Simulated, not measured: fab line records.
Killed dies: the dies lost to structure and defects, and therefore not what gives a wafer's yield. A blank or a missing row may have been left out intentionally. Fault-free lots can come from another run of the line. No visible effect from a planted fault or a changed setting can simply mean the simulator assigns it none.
3 desks, one fault :: flow n5Finfet :: each desk holds nothing but its own numbers, with what lay behind them at the end

== FROM THE METROLOGY DESK ==
What the gauges read, lot by lot, whatever tool the lot ran on: means of the sampled wafers that have a number. The brackets show how far a lot's mean lies from the usual mean; more than 4 standard deviations puts the lot out of limits, marked OUT.
Columns: A = cdNm at N5_BEOL_M11_CD_MEAS_11, usual 63.6 nm; B = M11_OVL at N5_BEOL_M11_OVL_MEAS_12, usual 0.2 nm
lot: L644
first seen here: day 10 15:47
A: 63.1
B: 0.4

lot: L652
first seen here: day 12 17:13
A: 63.4
B: 0.4

lot: L657
first seen here: day 14 05:14
A: 63.2
B: 0.7

lot: L655
first seen here: day 14 05:24
A: 64.2
B: 0.1

lot: L659
first seen here: day 14 05:38
A: 64.0
B: 0.9

lot: L666
first seen here: day 16 20:23
A: 64.6
B: 0.1
This desk found nothing out of limits on any of the 6 lots.

== THE DEFECT DESK ==
Counts from the inspections along the route, per lot, as means over the sampled wafers that have a number. The brackets show how far a lot's mean lies from the usual mean; more than 4 standard deviations puts the lot out of limits, marked OUT.
Columns: A = rawDefectCount at N5_BEOL_M11_INSPECT_13, usual 405
lot: L644
first seen here: day 10 15:50
A: 427

lot: L652
first seen here: day 12 17:16
A: 554

lot: L657
first seen here: day 14 05:18
A: 368

lot: L655
first seen here: day 14 05:28
A: 306

lot: L659
first seen here: day 14 05:42
A: 273

lot: L666
first seen here: day 16 20:26
A: 423
This desk found nothing out of limits on any of the 6 lots.

== THE TOOL OWNER'S DESK: rieMetal-03 ==
The tool's own readings at N5_BEOL_M11_HM_OPEN_17 (chemistry Cl2/BCl3, target TiN, target depth 20 nm, overetch 6 nm): means of the sampled wafers that have a number, for each lot that ran on this tool. The brackets show how far a lot's mean lies from the usual mean; more than 4 standard deviations puts the lot out of limits, marked OUT.
Columns: A = chamberPressureMTorr at N5_BEOL_M11_HM_OPEN_17, usual 10.000 mTorr; B = drypumpMotorCurrentA at N5_BEOL_M11_HM_OPEN_17, usual 5.8 A; C = heBacksideLeakSccm at N5_BEOL_M11_HM_OPEN_17, usual 3.42 sccm; D = oesProductAu at N5_BEOL_M11_HM_OPEN_17, usual 0.68 a.u.; E = throttleValvePct at N5_BEOL_M11_HM_OPEN_17, usual 22.2 %
lot: L644
first seen here: day 10 16:28
A: 9.998
B: 5.6
C: 4.01
D: 0.68
E: 22.4

lot: L652
first seen here: day 12 17:35
A: 10.009
B: 5.7
C: 3.49
D: 0.61
E: 22.5

lot: L655
first seen here: day 14 06:00
A: 10.006
B: 5.6
C: 3.57
D: 0.66
E: 22.4

lot: L659
first seen here: day 14 06:17
A: 9.999
B: 5.7
C: 3.39
D: 0.60
E: 22.6
This desk found nothing out of limits on any of the 4 lots.

== BROUGHT TOGETHER ==
At the metrology desk, nothing out of limits was observed.
Nothing out of limits was seen by the defect desk.
The desk of the tool owner found nothing out of limits.

== WHAT THE SIMULATOR HAD PUT IN ==
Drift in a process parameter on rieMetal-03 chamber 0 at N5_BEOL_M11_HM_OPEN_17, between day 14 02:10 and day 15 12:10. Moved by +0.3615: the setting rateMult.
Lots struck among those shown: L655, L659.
